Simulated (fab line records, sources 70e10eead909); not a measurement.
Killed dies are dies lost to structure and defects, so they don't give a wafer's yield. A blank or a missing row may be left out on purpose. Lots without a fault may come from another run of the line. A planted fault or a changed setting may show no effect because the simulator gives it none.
Which tool did it? | flow nand_harc | 14 lots, 42 wafers sampled, at 4 steps of a route of 1302

WHAT THE GAUGES READ, wafer by wafer
The record holds no reading of a measuring or inspecting step that can be judged against a usual standard deviation.

WHICH TOOL RAN EACH LOT (tool, then ch and the chambers of the sampled wafers, then the start)
lot  | NHARC_A_BLC_ALD_23                  | NHARC_A_M0_PRE_CLEAN_29                 | NHARC_A_M0_PVD_20                       | NHARC_A_M0_DEP_32
L806 | ald_metal-02 ch 0,2,3, day 22 12:34 | pvd_sputter-03, day 22 17:29 or earlier | pvd_sputter-03, day 22 17:29 or earlier | pecvd-03 ch 0,2, day 22 17:29
L808 | ald_metal-04 ch 0,3, day 23 15:08   | pvd_sputter-03, day 23 20:02 or earlier | pvd_sputter-03, day 23 20:02 or earlier | pecvd-04 ch 1,2, day 23 20:02
L809 | ald_metal-04 ch 0,3, day 23 21:39   | pvd_sputter-03, day 24 03:05 or earlier | pvd_sputter-03, day 24 03:05 or earlier | pecvd-01 ch 0,2, day 24 03:05
L807 | ald_metal-04 ch 0,1,2, day 24 02:41 | pvd_sputter-01, day 24 07:50 or earlier | pvd_sputter-01, day 24 07:50 or earlier | pecvd-04 ch 0,2, day 24 07:50
L813 | ald_metal-02 ch 0,1,3, day 26 01:49 | pvd_sputter-03, day 26 06:38 or earlier | pvd_sputter-03, day 26 06:38 or earlier | pecvd-03 ch 0,1, day 26 06:38
L812 | ald_metal-04 ch 0,2,3, day 26 05:38 | pvd_sputter-02, day 26 10:23 or earlier | pvd_sputter-02, day 26 10:23 or earlier | pecvd-01 ch 1,2, day 26 10:23
L814 | ald_metal-04 ch 0,1,3, day 26 14:32 | pvd_sputter-02, day 26 19:23 or earlier | pvd_sputter-02, day 26 19:23 or earlier | pecvd-04 ch 0,1,2, day 26 19:23
L817 | ald_metal-04 ch 0,2,3, day 27 18:07 | pvd_sputter-03, day 27 23:47 or earlier | pvd_sputter-03, day 27 23:47 or earlier | pecvd-01 ch 0,1, day 27 23:47
L818 | ald_metal-04 ch 2,3, day 27 23:38   | pvd_sputter-03, day 28 04:32 or earlier | pvd_sputter-03, day 28 04:32 or earlier | pecvd-03 ch 0,1,2, day 28 04:32
L824 | ald_metal-03 ch 2,3, day 30 20:14   | pvd_sputter-02, day 31 01:12 or earlier | pvd_sputter-02, day 31 01:12 or earlier | pecvd-04 ch 0,1, day 31 01:12
L826 | ald_metal-02 ch 0,1,3, day 31 01:53 | pvd_sputter-02, day 31 07:07 or earlier | pvd_sputter-02, day 31 07:07 or earlier | pecvd-01 ch 0,1, day 31 07:07
L825 | ald_metal-04 ch 0,2,3, day 31 03:32 | pvd_sputter-01, day 31 08:16 or earlier | pvd_sputter-01, day 31 08:16 or earlier | pecvd-04 ch 1,2, day 31 08:16
L827 | ald_metal-02 ch 0,2,3, day 31 14:21 | pvd_sputter-01, day 31 19:32 or earlier | pvd_sputter-01, day 31 19:32 or earlier | pecvd-04 ch 0,1,2, day 31 19:32
L828 | ald_metal-04 ch 0,1,2, day 32 09:31 | pvd_sputter-01, day 32 14:16 or earlier | pvd_sputter-01, day 32 14:16 or earlier | pecvd-03 ch 1,2, day 32 14:16
- NHARC_A_BLC_ALD_23: deposits TiN, target thk 3 nm, pulse time 1 s, ald cycles 150.
- NHARC_A_M0_PRE_CLEAN_29: time 30 s.
- NHARC_A_M0_PVD_20: deposits TaN, target thk 5 nm, time 8.06 s.
- NHARC_A_M0_DEP_32: deposits SiCN, target thk 30 nm.

WHAT THE TOOLS THEMSELVES READ (means of the sampled wafers that have a number; where no wafer has one, the mark that the record gives instead)
NHARC_A_BLC_ALD_23. Usual: heater_power_w 1092 W, standard deviation 90; precursor_pulse_height_rel 1.003, standard deviation 0.021.
lot  | tool         | heater_power_w (W) | precursor_pulse_height_rel | flag
L806 | ald_metal-02 | 1142               | 0.994                      |
L808 | ald_metal-04 | 1188               | 1.007                      |
L809 | ald_metal-04 | 1174               | 1.005                      |
L807 | ald_metal-04 | 1079               | 1.011                      |
L813 | ald_metal-02 | 1156               | 1.002                      |
L812 | ald_metal-04 | 1105               | 0.999                      |
L814 | ald_metal-04 | 1143               | 1.004                      |
L817 | ald_metal-04 | 1082               | 1.007                      |
L818 | ald_metal-04 | 1000               | 0.999                      |
L824 | ald_metal-03 | 1074               | 1.003                      |
L826 | ald_metal-02 | 1139               | 1.002                      |
L825 | ald_metal-04 | 1057               | 1.009                      |
L827 | ald_metal-02 | 1168               | 1.009                      |
L828 | ald_metal-04 | 1061               | 0.994                      |

NHARC_A_M0_PRE_CLEAN_29. Usual: heater_power_w 431 W, standard deviation 33.
lot  | tool           | heater_power_w (W) | flag
L806 | pvd_sputter-03 | 421                |
L808 | pvd_sputter-03 | 413                |
L809 | pvd_sputter-03 | 405                |
L807 | pvd_sputter-01 | 440                |
L813 | pvd_sputter-03 | 429                |
L812 | pvd_sputter-02 | 409                |
L814 | pvd_sputter-02 | 414                |
L817 | pvd_sputter-03 | 425                |
L818 | pvd_sputter-03 | 427                |
L824 | pvd_sputter-02 | 414                |
L826 | pvd_sputter-02 | 421                |
L825 | pvd_sputter-01 | 483                |
L827 | pvd_sputter-01 | 450                |
L828 | pvd_sputter-01 | 463                |

NHARC_A_M0_PVD_20. Usual: chamber_pressure_pa 0.11998 Pa, standard deviation 0.00026; throttle_valve_pct 29.9 %, standard deviation 1.1.
lot  | tool           | chamber_pressure_pa (Pa) | throttle_valve_pct (%) | flag
L806 | pvd_sputter-03 | 0.11984                  | 29.8                   |
L808 | pvd_sputter-03 | 0.11959                  | 29.5                   |
L809 | pvd_sputter-03 | 0.12022                  | 29.4                   |
L807 | pvd_sputter-01 | 0.11980                  | 29.3                   |
L813 | pvd_sputter-03 | 0.11996                  | 29.5                   |
L812 | pvd_sputter-02 | 0.11992                  | 31.3                   |
L814 | pvd_sputter-02 | 0.12008                  | 29.9                   |
L817 | pvd_sputter-03 | 0.12011                  | 29.3                   |
L818 | pvd_sputter-03 | 0.12008                  | 30.7                   |
L824 | pvd_sputter-02 | 0.11988                  | 30.6                   |
L826 | pvd_sputter-02 | 0.11982                  | 30.7                   |
L825 | pvd_sputter-01 | 0.12001                  | 29.0                   |
L827 | pvd_sputter-01 | 0.12011                  | 29.1                   |
L828 | pvd_sputter-01 | 0.12030                  | 28.8                   |

NHARC_A_M0_DEP_32. Usual: chamber_pressure_Torr 3.001 Torr, standard deviation 0.0065; heater_power_outer_w 358 W, standard deviation 65; heater_power_w 627 W, standard deviation 88.
lot  | tool     | chamber_pressure_Torr (Torr) | heater_power_outer_w (W) | heater_power_w (W) | flag
L806 | pecvd-03 | 2.998                        | 295                      | 527                |
L808 | pecvd-04 | 3.006                        | 326                      | 593                |
L809 | pecvd-01 | 3.001                        | 278                      | 527                |
L807 | pecvd-04 | 2.998                        | 364                      | 646                |
L813 | pecvd-03 | 3.004                        | 321                      | 567                |
L812 | pecvd-01 | 2.998                        | 280                      | 557                |
L814 | pecvd-04 | 3.003                        | 397                      | 681                |
L817 | pecvd-01 | 3.008                        | 356                      | 628                |
L818 | pecvd-03 | 3.000                        | 344                      | 594                |
L824 | pecvd-04 | -                            | -                        | -                  | OFF
L826 | pecvd-01 | 3.003                        | 345                      | 616                |
L825 | pecvd-04 | -                            | -                        | -                  | OFF
L827 | pecvd-04 | 2.998                        | 377                      | 678                |
L828 | pecvd-03 | 3.001                        | 343                      | 590                |

THE ANSWER, worked out from the rows above alone
Rule: a lot is off if the mean of its wafers that have a number lies more than 3 standard deviations from the usual mean. A lot without any number at a reading at which 4 lots or more have one is off too. The other lots that the step has rows for count as sound. The gauges are gone through in route order, then the tools' own readings, and for those a lot's mean is taken as printed above. The first step at which some lot is off is used, and at that step the reading that is off furthest; a lot without a number counts as furthest.
Off: L824, L825, at NHARC_A_M0_DEP_32 (chamber_pressure_Torr). Without a number there: L824, L825.
A tool fits if, at that step or a process step before it, it ran every lot that is off, and no sound lot after the first of them. NHARC_A_M0_PRE_CLEAN_29 gives no start for some lots, so the hours and the order of its lots are those of NHARC_A_M0_DEP_32. NHARC_A_M0_PVD_20 gives no start for some lots, so the hours and the order of its lots are those of NHARC_A_M0_DEP_32. None of those tried fits.

WHAT THE SIMULATOR HAD PUT IN
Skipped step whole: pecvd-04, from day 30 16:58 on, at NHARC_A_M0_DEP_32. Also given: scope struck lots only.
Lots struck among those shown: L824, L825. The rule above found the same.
